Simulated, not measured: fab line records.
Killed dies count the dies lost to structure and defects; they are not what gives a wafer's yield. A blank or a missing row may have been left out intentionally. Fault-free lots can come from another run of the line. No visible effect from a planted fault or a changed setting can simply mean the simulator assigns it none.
Comparing a struck lot with a sound one -- flow nand-harc -- 16 out of 1302 route steps
Sound: these wafers, L552.2, L552.3, L552.5. The struck wafers were L545.2, L545.4, L545.6. The cause is given at the end.
At each step with rows: each side's tool, then ch and its chambers, then its first start. Under that, the readings that differ: sound wafers -- struck wafers -- difference of the means -- sigmas: that difference in standard deviations of wafers without a fault.
alike: words and numbers the same on both sides, and readings whose means are apart by under 2 such deviations; not compared: readings that were withheld, readings missing a value for some wafer, numbers with overlapping values and no deviation given by the record, and bounds like >300 which may hide the same value.
Wherever a step has rows on one side only, a row that says differs or no value, or a row with sigmas, the two part there. Numbers that don't overlap but have no deviation are shown without sigmas and don't part them. A reading missing from all wafers of one side parts the sides only when that side holds two or more wafers.

NHARC_P_GATE_CD_MEAS_46: target cd 720 nm.
  sound on cd-sem-03 ch 0, day 10 19:32; struck on cd-sem-01 ch 0, day 7 23:25
  alike: cd-nm
then, 1 step without rows for these wafers: NHARC_P_GATE_HARDBAKE_47 (time 80 s).
NHARC_P_GATE_DESCUM_48: chemistry O2, time 3 s.
  sound on rie-diel-12 ch 0,2, day 10 19:43; struck on rie-diel-04 ch 0,1,2, day 7 23:35
  alike: drypump-motor-current-A, oes-product-au, rf-vpp-V, showerhead-plenum-p-Torr, throttle-valve-pct
  not compared: rf-hours-counter-h
after that, 1 step had no rows for these wafers: NHARC_P_GATE_IMPLANT_49.
NHARC_P_GATE_STRIP_111: strips in N2/H2, time 250 s.
  sound on plasma-asher-02 ch 0,1, day 10 20:08; struck on plasma-asher-02 ch 0,1, day 7 23:56
  alike: drypump-motor-current-A, heater-power-w
  not compared: rf-hours-counter-h
NHARC_P_GATE_STRIP_75: strips in O2.
  sound on plasma-asher-02 ch 0,1, day 10 20:23; struck on plasma-asher-02 ch 0,1, day 8 00:14
  alike: drypump-motor-current-A, heater-power-w
  not compared: rf-hours-counter-h
then, 6 steps without rows for these wafers: NHARC_P_GATE_STRIP_50 (strips in SPM, time 900 s); NHARC_P_GATE_DEHYDRATE_51 (time 120 s); NHARC_P_GATE_HMDS_52 (time 30 s); NHARC_P_GATE_COAT_53; NHARC_P_GATE_SOFTBAKE_54 (time 95 s); NHARC_P_GATE_EBR_55.
NHARC_P_GATE_EXPOSE_56: exposes mask P PSD, target cd 720 nm.
  sound on krf-scanner-02 ch 0, day 10 21:09; struck on krf-scanner-04 ch 0, day 8 01:00
reading,sound,struck,difference,sigmas
mask,P_PSD#0 P_PSD#0 P_PSD#0,P_PSD_R1#0 P_PSD_R1#0 P_PSD_R1#0,differs,
  alike: stage-vel-mm-s
then, 2 steps without rows for these wafers: NHARC_P_GATE_PEB_57 (peb time 85 s); NHARC_P_GATE_DEVELOP_58 (time 70 s).
NHARC_P_GATE_CD_MEAS_59: target cd 720 nm.
  sound on cd-sem-03 ch 0, day 10 21:18; struck on cd-sem-01 ch 0
reading,sound,struck,difference,sigmas
cd-nm (nm),718.3 719.8 721.9,725.8 727.8 727.1,+6.9,+6
  not compared: hold

== WHERE THEY PART ==
At NHARC_P_GATE_EXPOSE_56 first; at NHARC_P_GATE_CD_MEAS_59 last (within this record only).

WHY: the cause the simulator had injected
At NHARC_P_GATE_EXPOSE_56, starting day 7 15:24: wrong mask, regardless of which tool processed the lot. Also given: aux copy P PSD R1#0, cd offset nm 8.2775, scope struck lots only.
